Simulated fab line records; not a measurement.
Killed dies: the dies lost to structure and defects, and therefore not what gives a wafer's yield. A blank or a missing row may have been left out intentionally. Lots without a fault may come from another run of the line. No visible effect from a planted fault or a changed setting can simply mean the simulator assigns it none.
Which tool did it? || flow n5_finfet || 13 lots with 37 wafers sampled at 4 steps, on a route of 1938 steps

== WHAT THE GAUGES SHOWED, per wafer ==
N5_BEOL_M10_CD_MEAS_11: target cd 64.1 nm.
{"lot": "L682", "measured": "day 11 10:39", "on": "cd_sem-03", "cd_nm (nm)": "62.8 63.9 63.8"}
{"lot": "L686", "measured": "day 12 09:02", "on": "cd_sem-02", "cd_nm (nm)": "63.3 63.5 63.5"}
{"lot": "L684", "measured": "day 12 11:56", "on": "cd_sem-02", "cd_nm (nm)": "64.6 64.1"}
{"lot": "L687", "measured": "day 13 00:03", "on": "cd_sem-03", "cd_nm (nm)": "64.7 63.1 64.2"}
{"lot": "L690", "measured": "day 13 12:05", "on": "cd_sem-03", "cd_nm (nm)": "64.4 64.4 63.9"}
{"lot": "L689", "measured": "day 14 06:06", "on": "cd_sem-02", "cd_nm (nm)": "63.1 64.6 64.2"}
{"lot": "L692", "measured": "day 14 10:05", "on": "cd_sem-03", "cd_nm (nm)": "65.6 64.4 63.7"}
{"lot": "L693", "measured": "day 14 13:56", "on": "cd_sem-03", "cd_nm (nm)": "64.1 64.6 63.2"}
{"lot": "L695", "measured": "day 15 06:11", "on": "cd_sem-02", "cd_nm (nm)": "64.3 64.3 64.0"}
{"lot": "L697", "measured": "day 15 12:48", "on": "cd_sem-03", "cd_nm (nm)": "64.2 64.4"}
{"lot": "L699", "measured": "day 15 16:11", "on": "cd_sem-03", "cd_nm (nm)": "63.2 64.9 63.8"}
{"lot": "L698", "measured": "day 16 17:41", "on": "cd_sem-01", "cd_nm (nm)": "64.1 63.9 63.9"}
{"lot": "L705", "measured": "day 17 21:18", "on": "cd_sem-01", "cd_nm (nm)": "65.0 64.8 65.1"}

N5_BEOL_M10_OVL_MEAS_12.
{"lot": "L682", "measured": "day 11 10:41", "on": "overlay-02", "M10_OVL (nm)": "-0.6 0.0 -1.1"}
{"lot": "L686", "measured": "day 12 09:04", "on": "overlay-01", "M10_OVL (nm)": "-1.1 -0.6 -0.8"}
{"lot": "L684", "measured": "day 12 11:58", "on": "overlay-01", "M10_OVL (nm)": "-0.1 -1.1"}
{"lot": "L687", "measured": "day 13 00:05", "on": "overlay-02", "M10_OVL (nm)": "0.1 0.6 -0.1"}
{"lot": "L690", "measured": "day 13 12:07", "on": "overlay-01", "M10_OVL (nm)": "-0.8 0.3 0.9"}
{"lot": "L689", "measured": "day 14 06:08", "on": "overlay-02", "M10_OVL (nm)": "-0.6 -0.3 0.1"}
{"lot": "L692", "measured": "day 14 10:07", "on": "overlay-02", "M10_OVL (nm)": "-0.4 1.2 0.5"}
{"lot": "L693", "measured": "day 14 13:58", "on": "overlay-01", "M10_OVL (nm)": "-3.0 -0.4 -0.2"}
{"lot": "L695", "measured": "day 15 06:13", "on": "overlay-02", "M10_OVL (nm)": "-0.8 -0.7 -0.8"}
{"lot": "L697", "measured": "day 15 12:50", "on": "overlay-02", "M10_OVL (nm)": "0.0 -0.2"}
{"lot": "L699", "measured": "day 15 16:13", "on": "overlay-01", "M10_OVL (nm)": "1.2 0.0 -0.5"}
{"lot": "L698", "measured": "day 16 17:43", "on": "overlay-02", "M10_OVL (nm)": "-1.4 -0.7 -0.3"}
{"lot": "L705", "measured": "day 17 21:20", "on": "overlay-01", "M10_OVL (nm)": "0.3 -0.1 -0.8"}

== EACH LOT AND THE TOOL THAT RAN IT (in order: tool; ch and the chambers of the sampled wafers; start) ==
{"lot": "L682", "N5_BEOL_M9_SURFACE_TREAT_79": "pvd_sputter-01, day 11 06:33", "N5_BEOL_M10_COAT_59": "litho_track-03 ch 0, day 11 10:17"}
{"lot": "L686", "N5_BEOL_M9_SURFACE_TREAT_79": "pvd_sputter-01, day 12 05:17", "N5_BEOL_M10_COAT_59": "litho_track-01 ch 0, day 12 08:47"}
{"lot": "L684", "N5_BEOL_M9_SURFACE_TREAT_79": "pvd_sputter-02, day 12 08:35", "N5_BEOL_M10_COAT_59": "litho_track-03 ch 0, day 12 11:41"}
{"lot": "L687", "N5_BEOL_M9_SURFACE_TREAT_79": "pvd_sputter-03, day 12 19:40", "N5_BEOL_M10_COAT_59": "litho_track-01 ch 0, day 12 23:48"}
{"lot": "L690", "N5_BEOL_M9_SURFACE_TREAT_79": "pvd_sputter-03, day 13 08:28", "N5_BEOL_M10_COAT_59": "litho_track-03 ch 0, day 13 11:41"}
{"lot": "L689", "N5_BEOL_M9_SURFACE_TREAT_79": "pvd_sputter-01, day 14 01:52", "N5_BEOL_M10_COAT_59": "litho_track-05 ch 0, day 14 05:44"}
{"lot": "L692", "N5_BEOL_M9_SURFACE_TREAT_79": "pvd_sputter-01, day 14 06:18", "N5_BEOL_M10_COAT_59": "litho_track-05 ch 0, day 14 09:43"}
{"lot": "L693", "N5_BEOL_M9_SURFACE_TREAT_79": "pvd_sputter-02, day 14 10:12", "N5_BEOL_M10_COAT_59": "litho_track-05 ch 0, day 14 13:34"}
{"lot": "L695", "N5_BEOL_M9_SURFACE_TREAT_79": "pvd_sputter-01, day 15 02:40", "N5_BEOL_M10_COAT_59": "litho_track-01 ch 0, day 15 05:49"}
{"lot": "L697", "N5_BEOL_M9_SURFACE_TREAT_79": "pvd_sputter-01, day 15 07:08", "N5_BEOL_M10_COAT_59": "litho_track-05 ch 0, day 15 12:26"}
{"lot": "L699", "N5_BEOL_M9_SURFACE_TREAT_79": "pvd_sputter-01, day 15 12:55", "N5_BEOL_M10_COAT_59": "litho_track-05 ch 0, day 15 15:49"}
{"lot": "L698", "N5_BEOL_M9_SURFACE_TREAT_79": "pvd_sputter-03, day 16 11:58", "N5_BEOL_M10_COAT_59": "litho_track-05 ch 0, day 16 17:19"}
{"lot": "L705", "N5_BEOL_M9_SURFACE_TREAT_79": "pvd_sputter-03, day 17 17:21", "N5_BEOL_M10_COAT_59": "litho_track-01 ch 0, day 17 21:04"}
- N5_BEOL_M9_SURFACE_TREAT_79
- N5_BEOL_M10_COAT_59: time 60 s, resist thk 100 nm.

== WHAT THE TOOLS THEMSELVES READ (means of the sampled wafers that have a number; where no wafer has one, the mark that the record gives instead) ==
N5_BEOL_M10_COAT_59.
{"lot": "L682", "tool": "litho_track-03", "heater_power_total_W (W)": 500.3, "plate_temp_C (C)": 249.82, "spin_speed_rpm (rpm)": 1499.9}
{"lot": "L686", "tool": "litho_track-01", "heater_power_total_W (W)": 499.8, "plate_temp_C (C)": 249.84, "spin_speed_rpm (rpm)": 1500.1}
{"lot": "L684", "tool": "litho_track-03", "heater_power_total_W (W)": 501.2, "plate_temp_C (C)": 249.98, "spin_speed_rpm (rpm)": 1499.4}
{"lot": "L687", "tool": "litho_track-01", "heater_power_total_W (W)": 501.5, "plate_temp_C (C)": 250.15, "spin_speed_rpm (rpm)": 1500.0}
{"lot": "L690", "tool": "litho_track-03", "heater_power_total_W (W)": 498.9, "plate_temp_C (C)": 249.95, "spin_speed_rpm (rpm)": 1499.9}
{"lot": "L689", "tool": "litho_track-05", "heater_power_total_W (W)": 500.0, "plate_temp_C (C)": 249.94, "spin_speed_rpm (rpm)": 1498.4}
{"lot": "L692", "tool": "litho_track-05", "heater_power_total_W (W)": 502.6, "plate_temp_C (C)": 250.02, "spin_speed_rpm (rpm)": 1499.7}
{"lot": "L693", "tool": "litho_track-05", "heater_power_total_W (W)": 500.9, "plate_temp_C (C)": 250.08, "spin_speed_rpm (rpm)": 1499.3}
{"lot": "L695", "tool": "litho_track-01", "heater_power_total_W (W)": 500.8, "plate_temp_C (C)": 249.89, "spin_speed_rpm (rpm)": 1501.7}
{"lot": "L697", "tool": "litho_track-05", "heater_power_total_W (W)": 499.0, "plate_temp_C (C)": 249.94, "spin_speed_rpm (rpm)": 1499.0}
{"lot": "L699", "tool": "litho_track-05", "heater_power_total_W (W)": 507.1, "plate_temp_C (C)": 252.34, "spin_speed_rpm (rpm)": 1500.0}
{"lot": "L698", "tool": "litho_track-05", "heater_power_total_W (W)": 506.9, "plate_temp_C (C)": 252.15, "spin_speed_rpm (rpm)": 1501.0}
{"lot": "L705", "tool": "litho_track-01", "heater_power_total_W (W)": 500.2, "plate_temp_C (C)": 249.98, "spin_speed_rpm (rpm)": 1499.9}

== THE ANSWER, worked out from the rows above alone ==
Rule: the lots themselves supply what counts as usual. The widest of any qualifying gaps counts: lots, ordered by their means at a reading, are off when they make up no more than a third of the lots, leave a main group of 4 or more, and stand apart from it by 3 or more times the standard deviation of that group's means. The tables above print the reading to a certain number of digits; a main group whose means all agree to those digits is not used. A lot without any number at a reading at which 4 lots or more have one is off too. Where the step has rows for the other lots, those lots are counted as sound. The gauges are gone through in route order, then the tools' own readings, and for those a lot's mean is taken as printed above. The first step at which some lot is off is used, and at that step the reading that is off furthest; a lot without a number counts as furthest.
Off, at N5_BEOL_M10_COAT_59 on plate_temp_C: L699, L698. The main group has a mean of 249.96 C with a standard deviation of 0.093.
A tool fits if, at that step or a process step before it, it ran every lot that is off, and no sound lot after the first of them. One candidate fits, namely litho_track-05 at N5_BEOL_M10_COAT_59. A fault onset in the window from L697 (day 15 12:26, its last sound lot) to L699 (day 15 15:49, its first lot off) fits.
The tool's own readings at N5_BEOL_M10_COAT_59 bear it out: on the lots that are off they differ by more than 5 times the standard deviation of the sound lots' means. heater_power_total_W reads 507.0 W there against 500.5 W on the sound lots; plate_temp_C reads 252.25 C there against 249.96 C on the sound lots.

== WHAT WAS PUT IN BY THE SIMULATOR ==
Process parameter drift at N5_BEOL_M10_COAT_59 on litho_track-05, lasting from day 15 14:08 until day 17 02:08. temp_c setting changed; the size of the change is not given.
Shown lots that were struck: L699, L698. The rule given above showed the same thing.
